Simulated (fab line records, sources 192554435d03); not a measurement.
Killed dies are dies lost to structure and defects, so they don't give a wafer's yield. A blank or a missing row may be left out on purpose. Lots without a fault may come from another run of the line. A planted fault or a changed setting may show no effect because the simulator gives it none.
A struck lot beside a sound one | flow n5_finfet | 37 steps out of a route of 1938
Sound: wafers L105.1, L105.3, L105.4. Struck: wafers L997.1, L997.5. The cause comes at the end.
At each step with rows: each side's tool, then ch and its chambers, then its first start. Under that, the readings that differ: sound wafers | struck wafers | difference of the means | sigmas: that difference in standard deviations of wafers without a fault.
alike: readings whose means differ by less than 2 such deviations, and words and numbers that are the same on both sides. not compared: withheld readings, readings that some wafer has no value for, bounds like >300 that may hide the same value, and numbers for which the record gives no deviation and whose values overlap.
The two part at a step that has a row with sigmas, a row that says differs or no value, or rows on one side only. Numbers that don't overlap but have no deviation are shown without sigmas and don't part them. A reading that every wafer of one side lacks parts them only if that side has two wafers or more.

first, 8 steps without rows for these wafers: N5_BEOL_M5_ANNEAL_51 (time 90 s); N5_BEOL_M5_CMP_52 (polishes, stops on SiCOH lowk, t overpolish 6.9 s, target thk 62 nm); N5_BEOL_M5_PRE_CLEAN_77 (time 15 s); N5_BEOL_M5_CO_CAP_78 (material Co, precursor CCTBA/H2, target thk 2 nm, time 102.1 s); N5_BEOL_M5_PRE_CLEAN_55 (time 15 s); N5_BEOL_M5_DEP_56 (deposits SiCN from 3MS/NH3, target thk 8 nm, time 14 s); N5_BEOL_M6_ILD_DEP_00 (deposits SiCOH lowk from DEMS/porogen, target thk 179.75 nm, time 33.4 s); N5_BEOL_M6_CURE_74 (cures SiCOH lowk, time 240 s).
N5_BEOL_M6_PECVD_70: deposits SiO2 from TEOS/O2, target thk 20 nm, time 22.7 s.
  sound on pecvd-03 ch 0,1, day 14 19:33; struck on pecvd-04 ch 0,1, day 12 07:10
  reading                                    | sound          | struck    | difference | sigmas
  showerhead_plenum_p_Torr (Torr)            | 8.88 8.86 8.74 | 8.67 8.74 | -0.12      | -2
  model.SiO2_of_BEOL_M6_PECVD_70.thk_nm (nm) | 20 20 20.2     | 28 28     | +8         |
  alike: heater_power_outer_w, heater_power_w, throttle_valve_pct
then, 25 steps without rows for these wafers: N5_BEOL_M6_HM_DEP_02 (deposits TiN, target thk 20 nm); N5_BEOL_M6_COAT_59 (time 60 s, resist thk 100 nm); N5_BEOL_M6_COAT_60 (time 60 s, resist thk 35 nm); N5_BEOL_M6_COAT_05 (resist thk 90 nm); N5_BEOL_M6_EBR_07; N5_BEOL_M6_SOFTBAKE_06 (time 60 s); N5_BEOL_M6_EXPOSE_08 (exposes mask M6); N5_BEOL_M6_PEB_09 (peb time 60 s); N5_BEOL_M6_DEVELOP_10 (develop time 30 s); N5_BEOL_M6_DESCUM_16 (chemistry O2, time 7.9 s); N5_BEOL_M6_ETCH_61 (etches SiARC in CF4, target depth 45.5 nm, time 75.8 s); N5_BEOL_M6_ETCH_62 (etches SOC in N2/H2, target depth 110 nm, overetch 22 nm, time 165 s); N5_BEOL_M6_STRIP_68 (strips in N2/H2); N5_BEOL_M6_STRIP_67 (strips in CF4); N5_BEOL_M6_HM_OPEN_17 (chemistry Cl2/BCl3, target TiN, target depth 20 nm, overetch 6 nm); N5_BEOL_M6_STRIP_19 (strips in O2); N5_BEOL_M6_COAT_63 (time 60 s, resist thk 60 nm); N5_BEOL_M6_COAT_64 (time 60 s, resist thk 12 nm); N5_BEOL_M6_COAT_71 (time 60 s, resist thk 5 nm); N5_BEOL_M6_COAT_22 (resist thk 30 nm); N5_BEOL_M6_EBR_24; N5_BEOL_M6_SOFTBAKE_23 (time 60 s); N5_BEOL_M6_EXPOSE_25 (exposes mask V5, target cd 40 nm); N5_BEOL_M6_PEB_26 (peb time 60 s); N5_BEOL_M6_DEVELOP_27 (develop time 30 s).
N5_BEOL_M6_HM_STRIP_39: strips TiN in peroxide tin strip, target depth 25 nm, time 158 s.
  sound on wet_bench-02 ch 0,4,5, day 15 02:56; struck on wet_bench-02 ch 1,3, day 12 11:55
  reading                                    | sound      | struck    | difference | sigmas
  model.SiO2_of_BEOL_M6_PECVD_70.thk_nm (nm) | 19.8 20 20 | 27.8 27.8 | +7.9       |
  alike: bath_heat_duty_pct
N5_BEOL_M6_CMP_52: polishes, stops on SiCOH lowk, t overpolish 6.9 s, target thk 80 nm.
  sound on cmp-04 ch 1,2,3, day 15 05:02; struck on cmp-04 ch 0,3, day 12 16:19
  reading                      | sound          | struck    | difference | sigmas
  barrier_field_endpoint_s (s) | 29.8 29.8 29.2 | 38.9 37.2 | +8.4       | +12
  alike: motor_current_A, slurry_flow_ml_min
N5_PASSIVATION_PROBE_49:
  the record has rows for the sound wafers here (prober-01, day 18 09:44) and none for the struck ones

WHERE THEY PART
First at N5_BEOL_M6_PECVD_70; last, within this record, at N5_PASSIVATION_PROBE_49.

WHY: what the simulator had put in
Process parameter drift: pecvd-04, from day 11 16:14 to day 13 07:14, at N5_BEOL_M6_PECVD_70. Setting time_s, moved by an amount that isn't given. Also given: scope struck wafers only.
